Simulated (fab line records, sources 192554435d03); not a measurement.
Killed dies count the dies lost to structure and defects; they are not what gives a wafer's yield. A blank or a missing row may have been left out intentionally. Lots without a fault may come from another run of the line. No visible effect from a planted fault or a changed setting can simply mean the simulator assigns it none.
A single fault, viewed from 2 desks :: flow n5 finfet :: each desk holds nothing but its own numbers, with what lay behind them at the end
Where a reading is given only as a bound, like >300, the bound stands for it, and a mean or a difference that rests on one is marked > or <: the true number lies beyond.

## FOR THE TOOL OWNER'S DESK: pecvd-01
The tool's own readings at N5_BEOL_M15_DEP_53 (deposits SiCN from 3MS/NH3, target thk 50 nm, time 17.8 s): means of the sampled wafers that have a number, for each lot that ran on this tool. Any lot whose mean is over 4 standard deviations away from the usual mean is out of limits and marked OUT; that distance is given in the brackets.
Columns: A = rf fwd power W at N5_BEOL_M15_DEP_53, usual 667.2 W; B = showerhead plenum p Torr at N5_BEOL_M15_DEP_53, usual 4.156 Torr; C = throttle valve pct at N5_BEOL_M15_DEP_53, usual 18.3 %
lot: L997
first seen here: day 11 19:50
A: 668.5
B: 4.152
C: 18.2

lot: L102
first seen here: day 14 13:08
A: 669.0
B: 4.146
C: 17.6

lot: L107
first seen here: day 15 07:31
A: 664.5
B: 4.150
C: 17.9

lot: L112
first seen here: day 16 14:09
A: 667.7
B: 4.151
C: 18.0
Result from this desk: across the 4 lots, nothing is out of limits.

## THE DEFECT DESK
For each lot, the counts of the inspections along the route, averaged over the sampled wafers that have a number. Any lot whose mean is over 4 standard deviations away from the usual mean is out of limits and marked OUT; that distance is given in the brackets.
Columns: A = raw defect count at N5_BEOL_M15_INSPECT_55, usual 74; B = raw defect count at N5_MIM_TOP_LITHO_INSPECT_12, usual 2.1
lot: L997
first seen here: day 11 19:55
A: 126
B: 2.7

lot: L100
first seen here: day 13 12:36
A: 77
B: 1.3

lot: L101
first seen here: day 13 17:17
A: 95
B: 1.7

lot: L102
first seen here: day 14 13:14
A: 59
B: 2.7

lot: L107
first seen here: day 15 07:35
A: 83
B: 3.0

lot: L114
first seen here: day 16 11:22
A: 73
B: 2.3

lot: L112
first seen here: day 16 14:14
A: 397 (+12) OUT
B: >102 (>+77) OUT

lot: L115
first seen here: day 17 10:38
A: 66
B: 2.3

lot: L118
first seen here: day 18 03:32
A: 51
B: 3.3

lot: L117
first seen here: day 18 17:34
A: 78
B: 1.3
This desk finds L112 out of limits, L112 being first, at day 16 14:14 (raw defect count at N5_BEOL_M15_INSPECT_55). L997, L100, L101, L102, L107, L114, L115, L118, L117: within limits.

## BROUGHT TOGETHER
The defect desk could have raised an alarm at day 16 14:14, on L112.
Nothing out of limits was seen by the tool owner's desk.
The tool owner's desk has L112 on record, within its limits.
The lots listed all ran N5_BEOL_M15_DEP_53 on pecvd-01.

## WHAT THE SIMULATOR PUT IN
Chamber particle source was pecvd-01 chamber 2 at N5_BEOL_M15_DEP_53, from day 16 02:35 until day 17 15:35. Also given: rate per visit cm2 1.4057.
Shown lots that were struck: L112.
Hours from the fault's start to each desk's first reading out of limits: the defect desk, 12.
